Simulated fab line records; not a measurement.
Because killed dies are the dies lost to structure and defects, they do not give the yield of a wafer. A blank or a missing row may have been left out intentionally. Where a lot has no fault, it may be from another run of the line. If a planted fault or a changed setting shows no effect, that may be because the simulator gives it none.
Chamber matching	flow nandHarc	NHARC_A_SLIT_DEP_25 on pecvd-01: 3 sister chambers
The step deposits SiO2, target thk 200 nm. 22 wafers are shown with their chamber, then 11 later ones without.

== WAFERS, EACH WITH ITS CHAMBER ==
wafer	chamber	heaterPowerW (W)	showerheadVppV (V)	heaterPowerOuterW (W)
L075.1	2	449	1769	249
L075.4	2	431	1763	261
L075.6	1	790	1874	450
L076.2	2	433	1799	247
L076.3	0	721	1862	403
L076.4	0	738	1846	398
L077.1	2	488	1812	279
L077.2	0	692	1834	363
L077.3	1	691	1846	357
L079.2	2	378	1777	201
L079.5	2	386	1803	210
L079.6	0	581	1836	270
L080.1	1	814	1870	433
L080.2	2	461	1780	259
L080.4	1	795	1843	441
L082.2	2	464	1769	270
L082.4	1	786	1868	418
L082.5	2	345	1766	176
L085.1	1	748	1861	422
L085.2	2	458	1769	261
L085.5	2	464	1783	269
L086.1	2	410	1783	230

SIGNATURES, as means of the wafers listed above
reading	chamber 0	chamber 1	chamber 2	scatter within a chamber
heaterPowerW	683.00	770.67	430.58	48.6
showerheadVppV	1844.50	1860.33	1781.08	14.7
heaterPowerOuterW	358.50	420.17	242.67	38.4
Rule: for a wafer and a chamber, the distance is found by dividing, reading by reading, the gap between the wafer's reading and the chamber's mean by the reading's scatter, squaring, summing and taking the root. The wafer belongs to the nearest chamber; if the next one is less than 2 further off, it can't be placed. The scatter: the root of (the sum of the squares of (reading less its chamber's mean) over the shown wafers, divided by (wafers less chambers)).

== WAFERS WHOSE CHAMBER IS MISSING ==
wafer	heaterPowerW (W)	showerheadVppV (V)	heaterPowerOuterW (W)
L086.2	677	1853	332
L086.5	684	1844	350
L090.2	675	1834	349
L090.5	453	1782	251
L090.6	685	1838	354
L096.1	646	1890	327
L096.4	441	1795	248
L096.6	650	1876	336
L097.3	660	1872	346
L097.4	728	1836	376
L097.6	372	1788	199

== THE CHAMBER EACH PASSED THROUGH ==
wafer	from the rows above	in truth
L086.2	0	0
L086.5	0	0
L090.2	0	0
L090.5	2	2
L090.6	0	0
L096.1	can't be placed: 0 or 1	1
L096.4	2	2
L096.6	can't be placed: 0 or 1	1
L097.3	can't be placed: 0 or 1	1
L097.4	can't be placed: 0 or 1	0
L097.6	2	2
Correct placement for 7 of the 11. Unplaceable from these rows: 4, with the true chamber sitting among the candidates in 4. Number placed wrongly: 0.
